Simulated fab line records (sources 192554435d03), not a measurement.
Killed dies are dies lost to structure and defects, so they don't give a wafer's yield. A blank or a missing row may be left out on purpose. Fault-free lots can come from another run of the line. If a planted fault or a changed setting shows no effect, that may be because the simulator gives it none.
Which of the tools did it? | flow n5Finfet | 69 wafers sampled from 23 lots at 1 step of a route of 1938

## WHAT EACH GAUGE READ, for each wafer
N5_BEOL_M5_CD_MEAS_18: pitch 56 nm, target cd 28 nm.
lot  | measured     | on       | cdNm (nm)
L074 | day 7 15:12  | cdSem-03 | 27.79 28.17 28.15
L075 | day 8 12:22  | cdSem-03 | 28.27 27.65 28.38
L076 | day 8 15:04  | cdSem-01 | 28.07 28.29 28.16
L077 | day 8 18:29  | cdSem-02 | 27.87 28.00 28.41
L078 | day 8 21:20  | cdSem-01 | 28.34 28.62 28.54
L079 | day 9 07:17  | cdSem-03 | 28.37 28.19 27.91
L082 | day 9 17:43  | cdSem-01 | 27.87 28.02 27.98
L081 | day 9 22:27  | cdSem-03 | 28.32 27.91 28.38
L083 | day 10 01:25 | cdSem-03 | 28.43 28.71 28.27
L084 | day 10 13:20 | cdSem-03 | 28.19 28.04 28.42
L085 | day 10 15:15 | cdSem-02 | 28.23 28.22 28.41
L087 | day 11 06:07 | cdSem-03 | 27.96 28.10 28.01
L086 | day 11 09:17 | cdSem-03 | 28.37 28.32 28.59
L089 | day 11 12:35 | cdSem-03 | 28.08 28.20 28.11
L088 | day 11 18:45 | cdSem-03 | 28.60 28.29 28.00
L090 | day 11 21:27 | cdSem-01 | 28.09 27.95 27.67
L091 | day 12 09:22 | cdSem-03 | 28.24 27.70 27.73
L092 | day 12 14:58 | cdSem-02 | 28.30 28.36 28.56
L093 | day 12 17:49 | cdSem-03 | 28.06 27.83 28.04
L094 | day 12 18:13 | cdSem-02 | 28.29 28.08 27.52
L095 | day 13 00:51 | cdSem-01 | 28.00 28.16 28.63
L096 | day 13 09:58 | cdSem-03 | 28.09 28.37 28.42
L097 | day 14 01:29 | cdSem-03 | 27.96 28.43 27.97

## WHICH TOOL RAN EACH LOT (tool, then ch and the chambers of the sampled wafers, then the start)
The record shows no process step preceding these readings.

## WHAT THE TOOLS THEMSELVES READ (means of the sampled wafers that have a number; where no wafer has one, the mark that the record gives instead)
The record holds no such reading with a usual standard deviation.

## THE ANSWER, worked out from the rows above alone
Rule: the usual values come from the lots themselves. The widest of any qualifying gaps counts: lots, ordered by their means at a reading, are off when they make up no more than a third of the lots, leave a main group of 4 or more, and stand apart from it by 3 or more times the standard deviation of that group's means. The tables above print the reading to a certain number of digits; a main group whose means all agree to those digits is not used. A lot without any number at a reading at which 4 lots or more have one is off too. All remaining lots with rows at the step are treated as sound. Order of review: gauges by route order, followed by the tools' own readings, for which a lot's mean as printed above is used. The first step at which some lot is off is used, and at that step the reading that is off furthest; a lot without a number counts as furthest.
Across all readings shown, no lot is off: no conclusion can be drawn from this.

## WHAT THE SIMULATOR HAD PUT IN
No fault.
